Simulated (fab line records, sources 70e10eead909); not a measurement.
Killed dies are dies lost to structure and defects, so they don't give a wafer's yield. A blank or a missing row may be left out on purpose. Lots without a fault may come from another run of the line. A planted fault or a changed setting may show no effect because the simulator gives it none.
Chamber matching | flow nand_harc | NHARC_P_M0_ETCH_34 on rie_diel-12: 4 sister chambers
The step etches the open film in N2/H2, target depth 40 nm, overetch 12 nm, time 43.94 s. 4 wafers are shown with their chamber, then 9 later ones without.

WAFERS WITH THEIR CHAMBER
wafer  | chamber | showerhead_plenum_p_Torr (Torr)
L087.3 | 3       | 2.18
L091.1 | 0       | 1.89
L091.3 | 2       | 1.96
L091.4 | 1       | 2.03

WAFERS WITHOUT THEIR CHAMBER
wafer  | showerhead_plenum_p_Torr (Torr)
L090.4 | 2.18
L090.5 | 1.96
L090.6 | 2.03
L096.1 | 1.95
L096.5 | 2.02
L096.6 | 1.88
L097.1 | 1.95
L097.2 | 2.02
L097.6 | 2.17

WHICH CHAMBER EACH WENT THROUGH
wafer  | from the rows above | in truth
L090.4 | 3                   | 3
L090.5 | 2                   | 2
L090.6 | 1                   | 1
L096.1 | 2                   | 2
L096.5 | 1                   | 1
L096.6 | 0                   | 0
L097.1 | 2                   | 2
L097.2 | 1                   | 1
L097.6 | 3                   | 3
Placed correctly: 9 of 9. Can't be placed from these rows: 0. Placed wrongly: 0.
How it was worked out, from the rows above alone: a wafer's distance from a chamber is the root of the sum, over the readings, of the square of ((its reading less the chamber's mean) divided by the reading's scatter). The wafer belongs to the nearest chamber; if the next one is less than 2 further off, it can't be placed. A chamber's mean is the mean of its shown wafers. The scatter: with one shown wafer a chamber, the root of the mean of the squares of how far each hidden wafer lies from its nearest shown one.
